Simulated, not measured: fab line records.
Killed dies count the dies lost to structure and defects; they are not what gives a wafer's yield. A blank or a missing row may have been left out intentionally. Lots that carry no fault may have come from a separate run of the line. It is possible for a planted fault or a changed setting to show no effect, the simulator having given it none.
fab line records :: flow nand_harc
record
  lots=6
  wafers=18
  last_day=23
route steps=1159 shown A_STAIRCASE@537
lots that met no fault: from a run of the same line without faults
start_h: the number of hours between the record's first day and the start of the first shown wafer of the lot :: wait_h: hours elapsed since this lot's preceding step :: " repeats the value in the row above :: L1.1+2: several wafers, shown together as one row :: - no value present, or no start provided :: * or withheld: withheld :: < > ~ a bound
route shown NAME@n: names a module that has steps shown in the file, with the first one's number in the route :: usual: mean/standard deviation of fault-free wafers :: same: alike in all rows :: chamber/n: place in a boat :: sites: the reading at each site :: _std_site: the standard deviation of these :: _edge_site: the outer-site mean with the inner-site mean subtracted :: radius_mm: how far each site lies from the wafer's centre :: mask NAME#n: copy n :: behind: the last tool/chamber to shape the wafer :: hold: reason for holding the lot/hours on hold/outcome of the hold :: device: the n, p or np transistor that did not switch :: end of line: tests of these same wafers at the route's end :: for a step that has no rows: nothing shown but its recipe :: killed: dies lost to structure and defects at the first sort, not the wafer's yield :: map: dies across one wafer; x = killed, . = not, _ = none there
set.NAME: the setting as run; set.NAME@STEP: as run at that earlier step :: model.NAME: the simulator's own value behind a step, which no gauge read
lots at some steps of the route; a table a step, a row a wafer
services: the hour from which a tool's chamber was out of use, counted from the record's first day as start_h (under 0 if before that day), plus the number of hours and why
## steps
# step NHARC_A_STAIRCASE_DEHYDRATE_01
# recipe
  temp_c=150
  time_s=120
# step NHARC_A_STAIRCASE_HMDS_02
# recipe
  time_s=30
# step NHARC_A_STAIRCASE_COAT_03
# recipe
  spin_rpm=1200
# step NHARC_A_STAIRCASE_SOFTBAKE_04
# recipe
  temp_c=135
  time_s=170
# step NHARC_A_STAIRCASE_EBR_05
# step NHARC_A_STAIRCASE_EXPOSE_06
# recipe
  na=0.5
  dose_mj=25.43
  mask_id=STAIR
# step NHARC_A_STAIRCASE_PEB_07
# recipe
  peb_temp_c=115
  peb_time_s=130
# step NHARC_A_STAIRCASE_DEVELOP_08
# recipe
  time_s=140
# step NHARC_A_STAIRCASE_HARDBAKE_10
# recipe
  temp_c=120
  time_s=140
# step NHARC_A_STAIRCASE_DESCUM_11
# recipe
  time_s=3
  o2_flow_sccm=200
  ar_flow_sccm=0
  bias_power_w=0
  chemistry=O2
# usual
  drypump_motor_current_A=6.0/0.47
  oes_product_au=1.001/0.0072
  rf_vpp_V=57.7/0.89
  showerhead_plenum_p_Torr=1.91/0.08
  throttle_valve_pct=11.311/0.0091
lot.wafer: L852.4
tool: rie_diel-11
chamber: 3
start_h: 252.12
wait_h: -
drypump_motor_current_A: 6.5
oes_product_au: 1.004
rf_hours_counter_h: 7
rf_vpp_V: 58.7
showerhead_plenum_p_Torr: 1.96
throttle_valve_pct: 11.291

lot.wafer: L852.3
tool: rie_diel-11
chamber: 0
start_h: 252.12
wait_h: -
drypump_motor_current_A: 6.1
oes_product_au: 0.996
rf_hours_counter_h: 6
rf_vpp_V: 58.0
showerhead_plenum_p_Torr: 1.79
throttle_valve_pct: 11.327

lot.wafer: L852.6
tool: rie_diel-11
chamber: 2
start_h: 252.12
wait_h: -
drypump_motor_current_A: 6.1
oes_product_au: 1.012
rf_hours_counter_h: -
rf_vpp_V: 56.1
showerhead_plenum_p_Torr: 1.93
throttle_valve_pct: 11.324

lot.wafer: L864.2
tool: rie_diel-12
chamber: 1
start_h: 311.55
wait_h: -
drypump_motor_current_A: 6.5
oes_product_au: 1.004
rf_hours_counter_h: 37
rf_vpp_V: 57.7
showerhead_plenum_p_Torr: 1.78
throttle_valve_pct: 11.329

lot.wafer: L864.1
tool: rie_diel-12
chamber: 2
start_h: 311.55
wait_h: -
drypump_motor_current_A: 6.7
oes_product_au: 1.003
rf_hours_counter_h: 36
rf_vpp_V: 58.3
showerhead_plenum_p_Torr: 2.01
throttle_valve_pct: 11.329

lot.wafer: L864.5
tool: rie_diel-12
chamber: 0
start_h: 311.55
wait_h: -
drypump_motor_current_A: 5.8
oes_product_au: 0.983
rf_hours_counter_h: -
rf_vpp_V: 58.6
showerhead_plenum_p_Torr: 1.97
throttle_valve_pct: 11.299

lot.wafer: L865.1
tool: rie_diel-12
chamber: 1
start_h: 311.85
wait_h: -
drypump_motor_current_A: 6.5
oes_product_au: 1.002
rf_hours_counter_h: 37
rf_vpp_V: 57.9
showerhead_plenum_p_Torr: 1.78
throttle_valve_pct: 11.313

lot.wafer: L865.3
tool: rie_diel-12
chamber: 2
start_h: 311.85
wait_h: -
drypump_motor_current_A: 6.7
oes_product_au: 1.004
rf_hours_counter_h: 37
rf_vpp_V: 58.8
showerhead_plenum_p_Torr: 2.01
throttle_valve_pct: 11.323

lot.wafer: L865.2
tool: rie_diel-12
chamber: 0
start_h: 311.85
wait_h: -
drypump_motor_current_A: 5.8
oes_product_au: 1.000
rf_hours_counter_h: 31
rf_vpp_V: 58.5
showerhead_plenum_p_Torr: 1.97
throttle_valve_pct: 11.319

lot.wafer: L868.2
tool: rie_diel-12
chamber: 0
start_h: 327.08
wait_h: -
drypump_motor_current_A: 5.8
oes_product_au: 0.993
rf_hours_counter_h: 41
rf_vpp_V: 59.0
showerhead_plenum_p_Torr: 1.96
throttle_valve_pct: 11.309

lot.wafer: L868.5
tool: rie_diel-12
chamber: 1
start_h: 327.08
wait_h: -
drypump_motor_current_A: 6.5
oes_product_au: 1.008
rf_hours_counter_h: -
rf_vpp_V: 57.6
showerhead_plenum_p_Torr: 1.77
throttle_valve_pct: 11.312

lot.wafer: L868.6
tool: rie_diel-12
chamber: 2
start_h: 327.08
wait_h: -
drypump_motor_current_A: 6.7
oes_product_au: 0.998
rf_hours_counter_h: -
rf_vpp_V: 58.6
showerhead_plenum_p_Torr: 2.00
throttle_valve_pct: 11.311

lot.wafer: L869.1
tool: rie_diel-10
chamber: 3
start_h: 331.92
wait_h: -
drypump_motor_current_A: 5.7
oes_product_au: 0.996
rf_hours_counter_h: 58
rf_vpp_V: 58.7
showerhead_plenum_p_Torr: 1.94
throttle_valve_pct: 11.301

lot.wafer: L869.5
tool: rie_diel-10
chamber: 0
start_h: 331.92
wait_h: -
drypump_motor_current_A: 5.7
oes_product_au: 1.015
rf_hours_counter_h: -
rf_vpp_V: 56.4
showerhead_plenum_p_Torr: 1.90
throttle_valve_pct: 11.302

lot.wafer: L869.6
tool: rie_diel-10
chamber: 1
start_h: 331.92
wait_h: -
drypump_motor_current_A: 5.2
oes_product_au: 0.997
rf_hours_counter_h: -
rf_vpp_V: 57.0
showerhead_plenum_p_Torr: 1.80
throttle_valve_pct: 11.292

lot.wafer: L870.1
tool: rie_diel-11
chamber: 2
start_h: 349.27
wait_h: -
drypump_motor_current_A: 6.0
oes_product_au: 0.993
rf_hours_counter_h: 43
rf_vpp_V: 56.9
showerhead_plenum_p_Torr: 1.92
throttle_valve_pct: 11.315

lot.wafer: L870.2
tool: rie_diel-11
chamber: 0
start_h: 349.27
wait_h: -
drypump_motor_current_A: 6.1
oes_product_au: 0.994
rf_hours_counter_h: 45
rf_vpp_V: 57.3
showerhead_plenum_p_Torr: 1.78
throttle_valve_pct: 11.324

lot.wafer: L870.6
tool: rie_diel-11
chamber: 3
start_h: 349.27
wait_h: -
drypump_motor_current_A: 6.5
oes_product_au: 0.990
rf_hours_counter_h: -
rf_vpp_V: 58.1
showerhead_plenum_p_Torr: 1.95
throttle_valve_pct: 11.300
# step NHARC_A_STAIRCASE_TRIM_12
# recipe
  time_s=211.2
  o2_flow_sccm=500
  ar_flow_sccm=0
  bias_w=0
  chemistry=O2
# usual
  drypump_motor_current_A=6.0/0.47
  oes_product_au=1.000/0.0085
  rf_vpp_V=57.8/0.82
  showerhead_plenum_p_Torr=3.53/0.13
  throttle_valve_pct=17.037/0.009
lot.wafer: L852.3
tool: rie_diel-11
chamber: 3
start_h: 252.27
wait_h: 0.1
drypump_motor_current_A: 6.5
oes_product_au: 0.992
rf_hours_counter_h: 7
rf_vpp_V: 58.4
showerhead_plenum_p_Torr: 3.61
throttle_valve_pct: 17.019

lot.wafer: L852.4
tool: rie_diel-11
chamber: 1
start_h: 252.27
wait_h: 0.1
drypump_motor_current_A: 6.1
oes_product_au: 0.996
rf_hours_counter_h: 6
rf_vpp_V: 58.2
showerhead_plenum_p_Torr: 3.49
throttle_valve_pct: 17.041

lot.wafer: L852.6
tool: rie_diel-11
chamber: 2
start_h: 252.27
wait_h: 0.1
drypump_motor_current_A: 6.0
oes_product_au: 0.999
rf_hours_counter_h: -
rf_vpp_V: 57.0
showerhead_plenum_p_Torr: 3.56
throttle_valve_pct: 17.023

lot.wafer: L864.2
tool: rie_diel-12
chamber: 0
start_h: 311.93
wait_h: 0.4
drypump_motor_current_A: 5.8
oes_product_au: 0.997
rf_hours_counter_h: 31
rf_vpp_V: 58.2
showerhead_plenum_p_Torr: 3.62
throttle_valve_pct: 17.043

lot.wafer: L864.1
tool: rie_diel-12
chamber: 2
start_h: 311.93
wait_h: 0.4
drypump_motor_current_A: 6.7
oes_product_au: 1.005
rf_hours_counter_h: 37
rf_vpp_V: 57.7
showerhead_plenum_p_Torr: 3.69
throttle_valve_pct: 17.051

lot.wafer: L864.5
tool: rie_diel-12
chamber: 3
start_h: 311.93
wait_h: 0.4
drypump_motor_current_A: 5.8
oes_product_au: 0.995
rf_hours_counter_h: -
rf_vpp_V: 58.1
showerhead_plenum_p_Torr: 3.65
throttle_valve_pct: 17.044

lot.wafer: L865.3
tool: rie_diel-12
chamber: 0
start_h: 312.13
wait_h: 0.3
drypump_motor_current_A: 5.8
oes_product_au: 0.994
rf_hours_counter_h: 31
rf_vpp_V: 55.3
showerhead_plenum_p_Torr: 3.62
throttle_valve_pct: 17.040

lot.wafer: L865.2
tool: rie_diel-12
chamber: 1
start_h: 312.13
wait_h: 0.3
drypump_motor_current_A: 6.5
oes_product_au: 1.008
rf_hours_counter_h: 37
rf_vpp_V: 56.8
showerhead_plenum_p_Torr: 3.29
throttle_valve_pct: 17.040

lot.wafer: L865.1
tool: rie_diel-12
chamber: 3
start_h: 312.13
wait_h: 0.3
drypump_motor_current_A: 5.8
oes_product_au: 1.002
rf_hours_counter_h: 31
rf_vpp_V: 57.1
showerhead_plenum_p_Torr: 3.65
throttle_valve_pct: 17.037

lot.wafer: L868.2
tool: rie_diel-12
chamber: 2
start_h: 327.17
wait_h: 0.1
drypump_motor_current_A: 6.7
oes_product_au: 1.004
rf_hours_counter_h: 40
rf_vpp_V: 57.9
showerhead_plenum_p_Torr: 3.68
throttle_valve_pct: 17.018

lot.wafer: L868.5
tool: rie_diel-12
chamber: 0
start_h: 327.17
wait_h: 0.1
drypump_motor_current_A: 5.8
oes_product_au: 0.998
rf_hours_counter_h: -
rf_vpp_V: 56.5
showerhead_plenum_p_Torr: 3.61
throttle_valve_pct: 17.030

lot.wafer: L868.6
tool: rie_diel-12
chamber: 1
start_h: 327.17
wait_h: 0.1
drypump_motor_current_A: 6.5
oes_product_au: 1.007
rf_hours_counter_h: -
rf_vpp_V: 59.3
showerhead_plenum_p_Torr: 3.29
throttle_valve_pct: 17.050

lot.wafer: L869.1
tool: rie_diel-10
chamber: 0
start_h: 332.03
wait_h: 0.1
drypump_motor_current_A: 5.7
oes_product_au: 1.011
rf_hours_counter_h: 58
rf_vpp_V: 58.0
showerhead_plenum_p_Torr: 3.51
throttle_valve_pct: 17.036

lot.wafer: L869.6
tool: rie_diel-10
chamber: 1
start_h: 332.03
wait_h: 0.1
drypump_motor_current_A: 5.2
oes_product_au: 0.993
rf_hours_counter_h: -
rf_vpp_V: 57.6
showerhead_plenum_p_Torr: 3.34
throttle_valve_pct: 17.040

lot.wafer: L869.5
tool: rie_diel-10
chamber: 2
start_h: 332.03
wait_h: 0.1
drypump_motor_current_A: 5.2
oes_product_au: 0.990
rf_hours_counter_h: -
rf_vpp_V: 58.6
showerhead_plenum_p_Torr: 3.60
throttle_valve_pct: 17.057

lot.wafer: L870.2
tool: rie_diel-11
chamber: 3
start_h: 349.36
wait_h: 0.1
drypump_motor_current_A: 6.6
oes_product_au: 1.001
rf_hours_counter_h: 46
rf_vpp_V: 58.3
showerhead_plenum_p_Torr: 3.59
throttle_valve_pct: 17.039

lot.wafer: L870.1
tool: rie_diel-11
chamber: 0
start_h: 349.36
wait_h: 0.1
drypump_motor_current_A: 6.1
oes_product_au: 1.006
rf_hours_counter_h: 45
rf_vpp_V: 57.0
showerhead_plenum_p_Torr: 3.30
throttle_valve_pct: 17.033

lot.wafer: L870.6
tool: rie_diel-11
chamber: 0
start_h: 349.36
wait_h: 0.1
drypump_motor_current_A: 6.1
oes_product_au: 1.000
rf_hours_counter_h: -
rf_vpp_V: 58.0
showerhead_plenum_p_Torr: 3.30
throttle_valve_pct: 17.025
# step NHARC_A_STAIRCASE_ETCH_13
# recipe
  target_depth_a=1000
  time_s=40.5
  ion_energy_ev=400
  c4f8_flow_sccm=20
  o2_flow_sccm=10
  ar_flow_sccm=withheld
  rf_w=600
  bias_w=1000
  chemistry=C4F8/O2
# usual
  oes_product_au=0.938/0.012
  rf_vpp_V=896/4.9
  run_length_s=61.9/0.49
lot.wafer: L852.3
tool: rie_diel-11
chamber: 2
start_h: 252.41
wait_h: -
oes_product_au: 0.941
rf_hours_counter_h: 7
rf_vpp_V: 897
run_length_s: 61.9

lot.wafer: L852.4
tool: rie_diel-11
chamber: 0
start_h: 252.41
wait_h: -
oes_product_au: 0.941
rf_hours_counter_h: 6
rf_vpp_V: 887
run_length_s: 62.5

lot.wafer: L852.6
tool: rie_diel-11
chamber: 1
start_h: 252.41
wait_h: -
oes_product_au: 0.939
rf_hours_counter_h: -
rf_vpp_V: 895
run_length_s: 62.4

lot.wafer: L864.2
tool: rie_diel-12
chamber: 3
start_h: 312.21
wait_h: -
oes_product_au: 0.915
rf_hours_counter_h: 31
rf_vpp_V: 900
run_length_s: 61.1

lot.wafer: L864.1
tool: rie_diel-12
chamber: 1
start_h: 312.21
wait_h: -
oes_product_au: 0.933
rf_hours_counter_h: 37
rf_vpp_V: 886
run_length_s: 61.6

lot.wafer: L864.5
tool: rie_diel-12
chamber: 0
start_h: 312.21
wait_h: -
oes_product_au: 0.922
rf_hours_counter_h: -
rf_vpp_V: 900
run_length_s: 62.0

lot.wafer: L865.1
tool: rie_diel-12
chamber: 1
start_h: 312.53
wait_h: -
oes_product_au: 0.920
rf_hours_counter_h: 37
rf_vpp_V: 886
run_length_s: 39.1

lot.wafer: L865.2
tool: rie_diel-12
chamber: 3
start_h: 312.53
wait_h: -
oes_product_au: 0.915
rf_hours_counter_h: 32
rf_vpp_V: 901
run_length_s: 39.0

lot.wafer: L865.3
tool: rie_diel-12
chamber: 0
start_h: 312.53
wait_h: -
oes_product_au: 0.926
rf_hours_counter_h: 31
rf_vpp_V: 898
run_length_s: 39.7

lot.wafer: L868.2
tool: rie_diel-12
chamber: 0
start_h: 327.30
wait_h: -
oes_product_au: 0.930
rf_hours_counter_h: 41
rf_vpp_V: 899
run_length_s: 39.5

lot.wafer: L868.5
tool: rie_diel-12
chamber: 3
start_h: 327.30
wait_h: -
oes_product_au: 0.963
rf_hours_counter_h: -
rf_vpp_V: 900
run_length_s: 38.7

lot.wafer: L868.6
tool: rie_diel-12
chamber: 0
start_h: 327.30
wait_h: -
oes_product_au: 0.944
rf_hours_counter_h: -
rf_vpp_V: 900
run_length_s: 39.7

lot.wafer: L869.1
tool: rie_diel-10
chamber: 2
start_h: 332.62
wait_h: -
oes_product_au: 0.931
rf_hours_counter_h: 52
rf_vpp_V: 900
run_length_s: 61.3

lot.wafer: L869.5
tool: rie_diel-10
chamber: 3
start_h: 332.62
wait_h: -
oes_product_au: 0.931
rf_hours_counter_h: -
rf_vpp_V: 898
run_length_s: 62.1

lot.wafer: L869.6
tool: rie_diel-10
chamber: 0
start_h: 332.62
wait_h: -
oes_product_au: 0.935
rf_hours_counter_h: -
rf_vpp_V: 897
run_length_s: 61.4

lot.wafer: L870.1
tool: rie_diel-11
chamber: 2
start_h: 349.66
wait_h: -
oes_product_au: 0.940
rf_hours_counter_h: 43
rf_vpp_V: 896
run_length_s: 62.1

lot.wafer: L870.2
tool: rie_diel-11
chamber: 3
start_h: 349.66
wait_h: -
oes_product_au: 0.931
rf_hours_counter_h: 46
rf_vpp_V: 897
run_length_s: 61.6

lot.wafer: L870.6
tool: rie_diel-11
chamber: 1
start_h: 349.66
wait_h: -
oes_product_au: 0.952
rf_hours_counter_h: -
rf_vpp_V: 893
run_length_s: 62.2
# step NHARC_A_STAIRCASE_TRIM_14
# recipe
  time_s=211.2
  o2_flow_sccm=500
  ar_flow_sccm=0
  bias_w=0
  chemistry=O2
# usual
  drypump_motor_current_A=6.0/0.48
  oes_product_au=0.999/0.0083
  rf_vpp_V=57.8/0.81
  showerhead_plenum_p_Torr=3.52/0.14
  throttle_valve_pct=17.037/0.0083
lot.wafer: L852.4
tool: rie_diel-11
chamber: 0
start_h: -
wait_h: -
drypump_motor_current_A: 6.1
oes_product_au: 0.998
rf_hours_counter_h: 6
rf_vpp_V: 57.5
showerhead_plenum_p_Torr: 3.32
throttle_valve_pct: 17.036

lot.wafer: L852.3
tool: rie_diel-11
chamber: 1
start_h: -
wait_h: -
drypump_motor_current_A: 6.1
oes_product_au: 0.998
rf_hours_counter_h: 6
rf_vpp_V: 57.3
showerhead_plenum_p_Torr: 3.49
throttle_valve_pct: 17.037

lot.wafer: L852.6
tool: rie_diel-11
chamber: 2
start_h: -
wait_h: -
drypump_motor_current_A: 6.1
oes_product_au: 0.992
rf_hours_counter_h: -
rf_vpp_V: 57.3
showerhead_plenum_p_Torr: 3.56
throttle_valve_pct: 17.047

lot.wafer: L864.2
tool: rie_diel-12
chamber: 0
start_h: -
wait_h: -
drypump_motor_current_A: 5.8
oes_product_au: 0.991
rf_hours_counter_h: 31
rf_vpp_V: 57.3
showerhead_plenum_p_Torr: 3.62
throttle_valve_pct: 17.054

lot.wafer: L864.1
tool: rie_diel-12
chamber: 1
start_h: -
wait_h: -
drypump_motor_current_A: 6.5
oes_product_au: 0.997
rf_hours_counter_h: 37
rf_vpp_V: 57.0
showerhead_plenum_p_Torr: 3.29
throttle_valve_pct: 17.047

lot.wafer: L864.5
tool: rie_diel-12
chamber: 3
start_h: -
wait_h: -
drypump_motor_current_A: 5.8
oes_product_au: 1.005
rf_hours_counter_h: -
rf_vpp_V: 58.6
showerhead_plenum_p_Torr: 3.65
throttle_valve_pct: 17.044

lot.wafer: L865.2
tool: rie_diel-12
chamber: 3
start_h: -
wait_h: -
drypump_motor_current_A: 5.8
oes_product_au: 0.987
rf_hours_counter_h: 32
rf_vpp_V: 57.8
showerhead_plenum_p_Torr: 3.65
throttle_valve_pct: 17.041

lot.wafer: L865.1
tool: rie_diel-12
chamber: 0
start_h: -
wait_h: -
drypump_motor_current_A: 5.9
oes_product_au: 0.987
rf_hours_counter_h: 32
rf_vpp_V: 58.7
showerhead_plenum_p_Torr: 3.62
throttle_valve_pct: 17.033

lot.wafer: L865.3
tool: rie_diel-12
chamber: 2
start_h: -
wait_h: -
drypump_motor_current_A: 6.7
oes_product_au: 0.995
rf_hours_counter_h: 37
rf_vpp_V: 57.1
showerhead_plenum_p_Torr: 3.69
throttle_valve_pct: 17.042

lot.wafer: L868.2
tool: rie_diel-12
chamber: 3
start_h: -
wait_h: -
drypump_motor_current_A: 5.8
oes_product_au: 0.993
rf_hours_counter_h: 41
rf_vpp_V: 56.7
showerhead_plenum_p_Torr: 3.65
throttle_valve_pct: 17.047

lot.wafer: L868.5
tool: rie_diel-12
chamber: 0
start_h: -
wait_h: -
drypump_motor_current_A: 5.8
oes_product_au: 1.001
rf_hours_counter_h: -
rf_vpp_V: 56.8
showerhead_plenum_p_Torr: 3.61
throttle_valve_pct: 17.041

lot.wafer: L868.6
tool: rie_diel-12
chamber: 1
start_h: -
wait_h: -
drypump_motor_current_A: 6.5
oes_product_au: 1.000
rf_hours_counter_h: -
rf_vpp_V: 56.6
showerhead_plenum_p_Torr: 3.29
throttle_valve_pct: 17.034

lot.wafer: L869.1
tool: rie_diel-10
chamber: 1
start_h: -
wait_h: -
drypump_motor_current_A: 5.2
oes_product_au: 1.003
rf_hours_counter_h: 53
rf_vpp_V: 58.6
showerhead_plenum_p_Torr: 3.34
throttle_valve_pct: 17.036

lot.wafer: L869.5
tool: rie_diel-10
chamber: 1
start_h: -
wait_h: -
drypump_motor_current_A: 5.2
oes_product_au: 1.000
rf_hours_counter_h: -
rf_vpp_V: 56.9
showerhead_plenum_p_Torr: 3.34
throttle_valve_pct: 17.038

lot.wafer: L869.6
tool: rie_diel-10
chamber: 2
start_h: -
wait_h: -
drypump_motor_current_A: 5.2
oes_product_au: 1.005
rf_hours_counter_h: -
rf_vpp_V: 58.0
showerhead_plenum_p_Torr: 3.60
throttle_valve_pct: 17.032

lot.wafer: L870.1
tool: rie_diel-11
chamber: 2
start_h: -
wait_h: -
drypump_motor_current_A: 6.0
oes_product_au: 0.996
rf_hours_counter_h: 43
rf_vpp_V: 59.2
showerhead_plenum_p_Torr: 3.54
throttle_valve_pct: 17.037

lot.wafer: L870.2
tool: rie_diel-11
chamber: 0
start_h: -
wait_h: -
drypump_motor_current_A: 6.1
oes_product_au: 0.995
rf_hours_counter_h: 46
rf_vpp_V: 57.3
showerhead_plenum_p_Torr: 3.30
throttle_valve_pct: 17.043

lot.wafer: L870.6
tool: rie_diel-11
chamber: 1
start_h: -
wait_h: -
drypump_motor_current_A: 6.1
oes_product_au: 0.998
rf_hours_counter_h: -
rf_vpp_V: 58.4
showerhead_plenum_p_Torr: 3.47
throttle_valve_pct: 17.037
## services
tool: rie_diel-12
chamber: 0
start_h: 236.20
hours: -
kind: clean

tool: rie_diel-12
chamber: 1
start_h: 236.20
hours: -
kind: clean

tool: rie_diel-12
chamber: 2
start_h: 236.20
hours: -
kind: clean

tool: rie_diel-12
chamber: 3
start_h: 236.20
hours: -
kind: clean

tool: rie_diel-12
chamber: -
start_h: 237.91
hours: 0.1
kind: repair

tool: rie_diel-12
chamber: 0
start_h: 261.87
hours: -
kind: clean

tool: rie_diel-12
chamber: 1
start_h: 261.87
hours: -
kind: clean

tool: rie_diel-12
chamber: 2
start_h: 261.87
hours: -
kind: clean

tool: rie_diel-12
chamber: 3
start_h: 261.87
hours: -
kind: clean

tool: rie_diel-12
chamber: 0
start_h: 264.66
hours: 8.8
kind: repair

tool: rie_diel-12
chamber: 3
start_h: 265.34
hours: 5.5
kind: repair

tool: rie_diel-10
chamber: 1
start_h: 273.55
hours: 9.4
kind: repair

tool: rie_diel-12
chamber: 0
start_h: 286.37
hours: -
kind: clean

tool: rie_diel-12
chamber: 1
start_h: 286.37
hours: -
kind: clean

tool: rie_diel-12
chamber: 2
start_h: 286.37
hours: -
kind: clean

tool: rie_diel-12
chamber: 3
start_h: 286.37
hours: -
kind: clean

tool: rie_diel-12
chamber: 3
start_h: 307.51
hours: 4.4
kind: repair

tool: rie_diel-12
chamber: 0
start_h: 310.87
hours: -
kind: clean

tool: rie_diel-12
chamber: 1
start_h: 310.87
hours: -
kind: clean

tool: rie_diel-12
chamber: 2
start_h: 310.87
hours: -
kind: clean

tool: rie_diel-12
chamber: 3
start_h: 331.57
hours: 3.6
kind: repair

tool: rie_diel-12
chamber: 0
start_h: 335.37
hours: -
kind: clean

tool: rie_diel-12
chamber: 1
start_h: 335.37
hours: -
kind: clean

tool: rie_diel-12
chamber: 2
start_h: 335.37
hours: -
kind: clean
## key
first_sign
  step=NHARC_A_STAIRCASE_ETCH_13
  reading=run_length_s
  direction=down
  sigmas=46
  usual=*
  struck=*
effect none on later readings
met_at NHARC_A_STAIRCASE_ETCH_13
struck_wafers L865.1,L865.2,L865.3,L868.2,L868.5,L868.6
later_rows_left_out L865.1,L865.2,L865.3,L868.2,L868.5,L868.6
sort_left_out L865.1,L865.2,L865.3,L868.2,L868.5,L868.6
tester_left_out L865,L868
onset_between 312.21 312.53
fault
  kind=process_parameter_drift
  tool=rie_diel-12
  chamber=-
  onset_h=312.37
  steps=NHARC_A_STAIRCASE_ETCH_13
  channel=time_s
  offset=*
  shape=step
  end_h=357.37
  acts_in=*
  stated=*
# tester_left_out: of these lots the tester's yield and bins aren't shown, on N5 and GAA mostly nor the transistor test; their killed dies are dies lost to structure and defects alone, not to doping, threshold or leakage, so they don't give the yield
# sort_left_out: the simulated sort isn't trusted on such a fault, so these wafers' sort isn't shown, and their yield isn't known
# later_rows_left_out: the simulator's readings of these wafers behind a module that went badly wrong aren't trusted and aren't shown, but for the sort
